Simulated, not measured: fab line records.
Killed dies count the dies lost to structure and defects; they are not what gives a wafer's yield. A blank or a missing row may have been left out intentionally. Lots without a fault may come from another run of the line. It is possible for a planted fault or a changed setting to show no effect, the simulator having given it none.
The tool behind it: which one?	flow n5-finfet	28 wafers sampled from 10 lots at 1 step of a route of 1938

== WHAT THE GAUGES SHOWED, per wafer ==
N5_SPACER0_INSPECT_04: inspects for defects (darkfield).
lot	measured	on	raw-defect-count
L931	day 3 01:24	defect-inspect-01	188 189 167
L933	day 3 14:28	defect-inspect-01	91 85 82
L938	day 4 18:08	defect-inspect-01	145 114 85
L941	day 5 13:51	defect-inspect-01	143 151
L943	day 6 07:01	defect-inspect-01	101 151
L944	day 6 09:26	defect-inspect-01	162 148 133
L946	day 6 17:19	defect-inspect-02	155 120 123
L947	day 6 23:12	defect-inspect-01	135 138 127
L951	day 8 01:07	defect-inspect-01	127 124 134
L952	day 8 08:22	defect-inspect-01	111 168 144

== WHAT TOOL EACH LOT RAN ON (gives the tool, then ch and the chambers of the sampled wafers, and finally the start) ==
There is no process step in the record ahead of these readings.

== THE ANSWER, worked out from the rows above alone ==
Rule: what is usual is taken from the lots themselves. The widest of any qualifying gaps counts: lots, ordered by their means at a reading, are off when they make up no more than a third of the lots, leave a main group of 4 or more, and stand apart from it by 3 or more times the standard deviation of that group's means. A main group is skipped when, at the precision printed for the reading in the tables above, its means are all equal. A lot without any number at a reading at which 4 lots or more have one is off too. All remaining lots with rows at the step are treated as sound.
None of the lots is off at any reading shown; this tells nothing.

== WHAT HAD BEEN PUT IN BY THE SIMULATOR ==
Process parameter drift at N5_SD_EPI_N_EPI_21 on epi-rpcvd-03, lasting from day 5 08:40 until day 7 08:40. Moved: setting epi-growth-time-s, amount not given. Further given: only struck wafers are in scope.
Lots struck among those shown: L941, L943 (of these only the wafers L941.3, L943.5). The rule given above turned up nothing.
